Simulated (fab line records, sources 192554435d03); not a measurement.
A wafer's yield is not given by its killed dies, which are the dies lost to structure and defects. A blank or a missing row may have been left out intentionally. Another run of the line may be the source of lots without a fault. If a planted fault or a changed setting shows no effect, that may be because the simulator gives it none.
Chamber matching :: flow n5_finfet :: 4 sister chambers for N5_BEOL_M1_DESCUM_16 on rie_diel-05
The step chemistry O2, time 7 s. 8 wafers are shown with their chamber, then 8 later ones without.

EACH WAFER AND ITS CHAMBER
wafer: L075.2
chamber: 2
drypump_motor_current_A (A): 6.5
showerhead_plenum_p_Torr (Torr): 2.07

wafer: L077.5
chamber: 3
drypump_motor_current_A (A): 6.4
showerhead_plenum_p_Torr (Torr): 2.03

wafer: L080.1
chamber: 3
drypump_motor_current_A (A): 6.3
showerhead_plenum_p_Torr (Torr): 2.02

wafer: L080.3
chamber: 1
drypump_motor_current_A (A): 5.6
showerhead_plenum_p_Torr (Torr): 2.02

wafer: L080.4
chamber: 1
drypump_motor_current_A (A): 5.6
showerhead_plenum_p_Torr (Torr): 2.02

wafer: L086.2
chamber: 2
drypump_motor_current_A (A): 6.5
showerhead_plenum_p_Torr (Torr): 2.06

wafer: L086.5
chamber: 0
drypump_motor_current_A (A): 5.4
showerhead_plenum_p_Torr (Torr): 2.15

wafer: L091.1
chamber: 0
drypump_motor_current_A (A): 5.5
showerhead_plenum_p_Torr (Torr): 2.15

WAFERS MISSING THEIR CHAMBER
wafer: L091.3
drypump_motor_current_A (A): 6.5
showerhead_plenum_p_Torr (Torr): 2.06

wafer: L091.4
drypump_motor_current_A (A): 6.4
showerhead_plenum_p_Torr (Torr): 2.02

wafer: L092.2
drypump_motor_current_A (A): 5.4
showerhead_plenum_p_Torr (Torr): 2.15

wafer: L092.4
drypump_motor_current_A (A): 5.6
showerhead_plenum_p_Torr (Torr): 2.02

wafer: L092.6
drypump_motor_current_A (A): 6.4
showerhead_plenum_p_Torr (Torr): 2.06

wafer: L095.1
drypump_motor_current_A (A): 6.5
showerhead_plenum_p_Torr (Torr): 2.05

wafer: L095.3
drypump_motor_current_A (A): 6.4
showerhead_plenum_p_Torr (Torr): 2.01

wafer: L095.4
drypump_motor_current_A (A): 5.6
showerhead_plenum_p_Torr (Torr): 2.01

THE CHAMBER EACH PASSED THROUGH
wafer: L091.3
from the rows above: 2
in truth: 2

wafer: L091.4
from the rows above: 3
in truth: 3

wafer: L092.2
from the rows above: 0
in truth: 0

wafer: L092.4
from the rows above: 1
in truth: 1

wafer: L092.6
from the rows above: 2
in truth: 2

wafer: L095.1
from the rows above: 2
in truth: 2

wafer: L095.3
from the rows above: 3
in truth: 3

wafer: L095.4
from the rows above: 1
in truth: 1
Correctly placed: 8 of 8. Left unplaced by these rows: 0. Wrongly placed: 0.
How it was worked out, from the rows above alone: a wafer's distance from a chamber is the root of the sum, over the readings, of the square of ((its reading less the chamber's mean) divided by the reading's scatter). The wafer belongs to the nearest chamber; if the next one is less than 2 further off, it can't be placed. A chamber's mean is the mean of its shown wafers. How the scatter is found: for the shown wafers, subtract from each reading the mean of its chamber, square and add these, divide the total by (wafers less chambers), then take the root.
